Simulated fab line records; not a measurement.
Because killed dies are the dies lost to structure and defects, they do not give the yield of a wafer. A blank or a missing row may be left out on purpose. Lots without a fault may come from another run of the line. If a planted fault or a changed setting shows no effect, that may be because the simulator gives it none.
Which tool is to blame? + flow nand harc + 12 lots, 36 wafers sampled, at 6 steps of a route of 1302

== WHAT THE GAUGES SHOWED, per wafer ==
NHARC_P_ZERO_WELL_CD_MEAS_37: target cd 720 nm.
| lot  | measured     | on        | cd nm (nm)        |
|------|--------------|-----------|-------------------|
| L231 | day 2 00:55  | cd sem-01 | 718.0 720.4 720.8 |
| L233 | day 2 20:46  | cd sem-02 | 762.9 763.6 762.5 |
| L243 | day 7 00:05  | cd sem-02 | 723.9 719.1 722.2 |
| L244 | day 7 10:15  | cd sem-02 | 719.4 720.2 722.2 |
| L245 | day 7 20:17  | cd sem-03 | 721.3 721.6 720.2 |
| L246 | day 8 06:01  | cd sem-01 | 719.9 718.8 721.9 |
| L247 | day 8 15:53  | cd sem-03 | 721.4 719.2 720.6 |
| L249 | day 9 12:08  | cd sem-02 | 722.9 722.3 724.6 |
| L250 | day 9 21:59  | cd sem-02 | 720.5 721.6 718.4 |
| L251 | day 10 08:22 | cd sem-03 | 719.0 721.1 717.5 |
| L252 | day 10 18:07 | cd sem-01 | 719.8 720.5 719.5 |
| L254 | day 11 14:07 | cd sem-03 | 721.5 718.0 723.1 |

NHARC_P_STI_OVL_MEAS_10.
| lot  | measured     | on         | overlay x nm (nm) | overlay y nm (nm) |
|------|--------------|------------|-------------------|-------------------|
| L231 | day 2 23:58  | overlay-02 | 4 4 3             | 1 1 2             |
| L233 | day 3 16:36  | overlay-01 | -11 -11 -10       | 1 2 1             |
| L243 | day 7 20:24  | overlay-02 | 10 9 10           | -4 -3 -4          |
| L244 | day 8 06:38  | overlay-02 | 4 4 4             | 2 2 2             |
| L245 | day 8 14:47  | overlay-01 | 5 6 6             | 3 2 3             |
| L246 | day 9 03:05  | overlay-01 | 1 1 1             | 9 9 9             |
| L247 | day 9 09:59  | overlay-01 | -1 -1 -1          | -14 -14 -14       |
| L249 | day 10 12:26 | overlay-01 | 4 4 4             | 1 0 1             |
| L250 | day 10 22:59 | overlay-02 | -5 -5 -5          | -4 -3 -4          |
| L251 | day 11 03:07 | overlay-01 | -6 -6 -6          | 1 2 1             |
| L252 | day 11 12:59 | overlay-02 | -1 -1 -2          | 6 5 6             |
| L254 | day 12 08:36 | overlay-01 | -4 -4 -4          | -6 -6 -7          |

NHARC_END_SORT_01.
| lot  | measured     | on        | killed at array | killed at other | killed at periphery | killed dies | killed open | killed short |
|------|--------------|-----------|-----------------|-----------------|---------------------|-------------|-------------|--------------|
| L243 | day 29 22:02 | prober-01 | 76 80 82        | 7 1 0           | 4 3 3               | 87 84 85    | 1 3 4       | 0 2 3        |
| L245 | day 31 18:22 | prober-01 | 43 50 50        | 1 0 0           | 9 3 7               | 53 53 57    | 6 1 4       | 3 5 5        |
| L246 | day 31 13:55 | prober-02 | 41 22 25        | 1 3 1           | 1 5 5               | 43 30 31    | 4 4 4       | 9 1 0        |
| L249 | day 32 08:02 | prober-02 | 63 62 53        | 0 0 0           | 8 10 6              | 71 72 59    | 7 1 4       | 0 5 3        |
| L250 | day 32 20:50 | prober-01 | 77 71 53        | 0 0 0           | 4 4 5               | 81 75 58    | 7 4 6       | 1 3 0        |
| L251 | day 32 06:28 | prober-01 | 27 46 47        | 2 0 0           | 4 5 1               | 33 51 48    | 6 2 3       | 3 4 2        |
| L254 | day 34 04:11 | prober-01 | 64 60 65        | 0 2 1           | 3 1 2               | 67 63 68    | 3 1 3       | 3 3 2        |

== WHICH TOOL RAN EACH LOT (tool, then ch and the chambers of the sampled wafers, then the start) ==
| lot  | NHARC_P_ZERO_WELL_EXPOSE_34       | NHARC_P_STI_DESCUM_14              | NHARC_P_STI_ETCH_31                           |
|------|-----------------------------------|------------------------------------|-----------------------------------------------|
| L231 | krf scanner-02 ch 0, day 2 00:46  | rie diel-12 ch 2,3, day 3 00:08    | rie diel-12 ch 0,1,3, no start                |
| L233 | krf scanner-03 ch 0, day 2 20:37  | rie diel-03 ch 0,1, day 3 16:46    | rie diel-03 ch 0,1,2, no start                |
| L243 | krf scanner-02 ch 0, day 6 23:56  | rie diel-03 ch 1,3, day 7 20:34    | rie diel-03 ch 1,2, day 29 22:02 or earlier   |
| L244 | krf scanner-03 ch 0, day 7 10:06  | rie diel-12 ch 0,1,2, day 8 06:50  | rie diel-12 ch 0,1,3, no start                |
| L245 | krf scanner-02 ch 0, day 7 20:08  | rie diel-01 ch 2,3, day 8 14:58    | rie diel-01 ch 0,3, day 31 18:22 or earlier   |
| L246 | krf scanner-02 ch 0, day 8 05:51  | rie diel-03 ch 0,2,3, day 9 03:15  | rie diel-03 ch 0,1,2, day 31 13:55 or earlier |
| L247 | krf scanner-02 ch 0, day 8 15:43  | rie diel-01 ch 0,3, day 9 10:10    | rie diel-01 ch 0,1, no start                  |
| L249 | krf scanner-03 ch 0, day 9 11:58  | rie diel-12 ch 0,1,2, day 10 12:37 | rie diel-12 ch 0,1,2, day 32 08:02 or earlier |
| L250 | krf scanner-04 ch 0, day 9 21:50  | rie diel-12 ch 0,1,2, day 10 23:10 | rie diel-12 ch 0,2, day 32 20:50 or earlier   |
| L251 | krf scanner-02 ch 0, day 10 08:13 | rie diel-01 ch 1,2,3, day 11 03:19 | rie diel-01 ch 2,3, day 32 06:28 or earlier   |
| L252 | krf scanner-02 ch 0, day 10 17:58 | rie diel-03 ch 1,2,3, day 11 13:10 | rie diel-03 ch 0,1,2, no start                |
| L254 | krf scanner-04 ch 0, day 11 13:58 | rie diel-01 ch 1,2, day 12 08:46   | rie diel-01 ch 0,1,2, day 34 04:11 or earlier |
- NHARC_P_ZERO_WELL_EXPOSE_34: exposes mask P PWELL, target cd 720 nm.
- NHARC_P_STI_DESCUM_14: chemistry O2, time 3 s.
- NHARC_P_STI_ETCH_31: etches the open film in CF4/CHF3, target depth 108.9 nm, time 54.5 s.

== AS READ BY THE TOOLS THEMSELVES (means over the sampled wafers that have a number; for cases with no such wafer, the mark the record gives instead) ==
NHARC_P_STI_DESCUM_14.
| lot  | tool        | drypump motor current A (A) | oes product au (a.u.) | rf vpp V (V) | showerhead plenum p Torr (Torr) | throttle valve pct (%) |
|------|-------------|-----------------------------|-----------------------|--------------|---------------------------------|------------------------|
| L231 | rie diel-12 | 5.2                         | 1.005                 | 57.0         | 2.06                            | 11.302                 |
| L233 | rie diel-03 | 5.6                         | 0.988                 | 58.3         | 1.99                            | 11.306                 |
| L243 | rie diel-03 | 5.7                         | 0.994                 | 57.9         | 1.98                            | 11.316                 |
| L244 | rie diel-12 | 6.2                         | 0.996                 | 58.7         | 1.94                            | 11.306                 |
| L245 | rie diel-01 | 6.1                         | 1.004                 | 58.5         | 1.94                            | 11.316                 |
| L246 | rie diel-03 | 5.9                         | 0.994                 | 57.6         | 1.94                            | 11.312                 |
| L247 | rie diel-01 | 6.1                         | 1.004                 | 58.1         | 1.89                            | 11.317                 |
| L249 | rie diel-12 | 6.2                         | 0.992                 | 58.5         | 1.94                            | 11.312                 |
| L250 | rie diel-12 | 6.1                         | 0.998                 | 58.3         | 1.94                            | 11.316                 |
| L251 | rie diel-01 | 6.0                         | 1.008                 | 57.4         | 1.90                            | 11.314                 |
| L252 | rie diel-03 | 5.8                         | 1.005                 | 57.6         | 1.97                            | 11.314                 |
| L254 | rie diel-01 | 6.1                         | 1.004                 | 58.6         | 1.94                            | 11.311                 |

NHARC_P_STI_ETCH_31.
| lot  | tool        | drypump motor current A (A) | oes product au (a.u.) | rf vpp V (V) | showerhead plenum p Torr (Torr) | throttle valve pct (%) |
|------|-------------|-----------------------------|-----------------------|--------------|---------------------------------|------------------------|
| L231 | rie diel-12 | 5.6                         | 0.926                 | 371.2        | 1.60                            | 16.803                 |
| L233 | rie diel-03 | 5.7                         | 0.941                 | 373.1        | 1.63                            | 16.794                 |
| L243 | rie diel-03 | 5.6                         | 0.919                 | 372.3        | 1.65                            | 16.798                 |
| L244 | rie diel-12 | 5.6                         | 0.924                 | 371.7        | 1.60                            | 16.794                 |
| L245 | rie diel-01 | 6.1                         | 0.924                 | 369.5        | 1.55                            | 16.800                 |
| L246 | rie diel-03 | 5.7                         | 0.958                 | 371.8        | 1.63                            | 16.807                 |
| L247 | rie diel-01 | 5.9                         | 0.964                 | 370.6        | 1.55                            | 16.803                 |
| L249 | rie diel-12 | 6.1                         | 0.957                 | 371.7        | 1.60                            | 16.804                 |
| L250 | rie diel-12 | 6.2                         | 0.957                 | 371.3        | 1.63                            | 16.802                 |
| L251 | rie diel-01 | 6.1                         | 0.971                 | 370.8        | 1.59                            | 16.804                 |
| L252 | rie diel-03 | 5.7                         | 0.963                 | 373.3        | 1.63                            | 16.811                 |
| L254 | rie diel-01 | 6.1                         | 0.947                 | 370.4        | 1.58                            | 16.800                 |

== THE ANSWER, worked out from the rows above alone ==
Rule: the lots themselves supply what counts as usual. The widest of any qualifying gaps counts: lots, ordered by their means at a reading, are off when they make up no more than a third of the lots, leave a main group of 4 or more, and stand apart from it by 3 or more times the standard deviation of that group's means. The tables above print the reading to a certain number of digits; a main group whose means all agree to those digits is not used. Also off: a lot with no number at a reading for which 4 or more lots have one. The other lots that the step has rows for count as sound. Order of review: gauges by route order, followed by the tools' own readings, for which a lot's mean as printed above is used. The first step at which some lot is off is used, and at that step the reading that is off furthest; a lot without a number counts as furthest.
Off: L233 (NHARC_P_ZERO_WELL_CD_MEAS_37, cd nm). Main group: mean 720.6 nm, sd 1.1.
A tool fits if, at a process step before that reading, it ran every lot that is off, and no sound lot after the first of them. Those tools and the gauges at NHARC_P_ZERO_WELL_CD_MEAS_37 are tried in the same way. No candidate that was tried fits.

== WHAT HAD BEEN PUT IN BY THE SIMULATOR ==
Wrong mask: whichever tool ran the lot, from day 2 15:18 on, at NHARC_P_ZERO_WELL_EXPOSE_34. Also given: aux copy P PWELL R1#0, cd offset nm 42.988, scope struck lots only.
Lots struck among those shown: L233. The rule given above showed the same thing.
